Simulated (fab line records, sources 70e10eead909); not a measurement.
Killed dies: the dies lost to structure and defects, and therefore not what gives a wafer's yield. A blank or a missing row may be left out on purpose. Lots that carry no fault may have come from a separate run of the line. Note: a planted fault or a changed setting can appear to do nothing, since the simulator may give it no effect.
Chamber matching	flow nand harc	NHARC_A_CHANNEL_FILL_D1_CMP_10 on cmp-01 has 4 sister chambers
The step polishes, target thk 150 nm. 8 wafers are shown with their chamber, then 9 later ones without.

WAFERS, EACH WITH ITS CHAMBER
wafer	chamber	motor current A (A)	time to endpoint s (s)
L084.4	2	11.9	15.4
L084.6	3	12.8	15.0
L086.2	1	13.4	14.2
L086.4	0	12.8	11.7
L086.5	1	13.2	13.3
L090.2	0	12.9	16.0
L090.4	3	12.1	16.1
L090.5	2	12.2	17.4

WAFERS WITHOUT THEIR CHAMBER
wafer	motor current A (A)	time to endpoint s (s)
L092.3	12.2	12.9
L092.5	12.5	14.8
L092.6	14.3	13.5
L094.2	13.6	8.9
L094.4	11.6	11.3
L094.6	13.0	9.4
L096.2	13.0	16.0
L096.3	12.0	11.8
L096.5	12.4	14.8

EACH ONE'S CHAMBER
wafer	from the rows above	in truth
L092.3	can't be placed: 3 or 2 or 0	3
L092.5	can't be placed: 3 or 0 or 2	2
L092.6	can't be placed: 1 or 0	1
L094.2	can't be placed: 1 or 0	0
L094.4	can't be placed: 2 or 3 or 0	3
L094.6	can't be placed: 0 or 1 or 3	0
L096.2	can't be placed: 0 or 1 or 3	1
L096.3	can't be placed: 2 or 3 or 0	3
L096.5	can't be placed: 3 or 2 or 0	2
Placed correctly: 0 of 9. Unplaceable from these rows: 9, with the true chamber sitting among the candidates in 9. Number placed wrongly: 0.
How it was worked out, from the rows above alone: a wafer's distance from a chamber is the root of the sum, over the readings, of the square of ((its reading less the chamber's mean) divided by the reading's scatter). If the next closest chamber is less than 2 further off than the closest, the wafer can't be placed; otherwise it belongs to the closest. Each chamber's mean is taken over the wafers shown for it. The scatter is the square root of a quotient: the sum, over the shown wafers, of each reading's squared deviation from its chamber's mean, divided by wafers minus chambers.
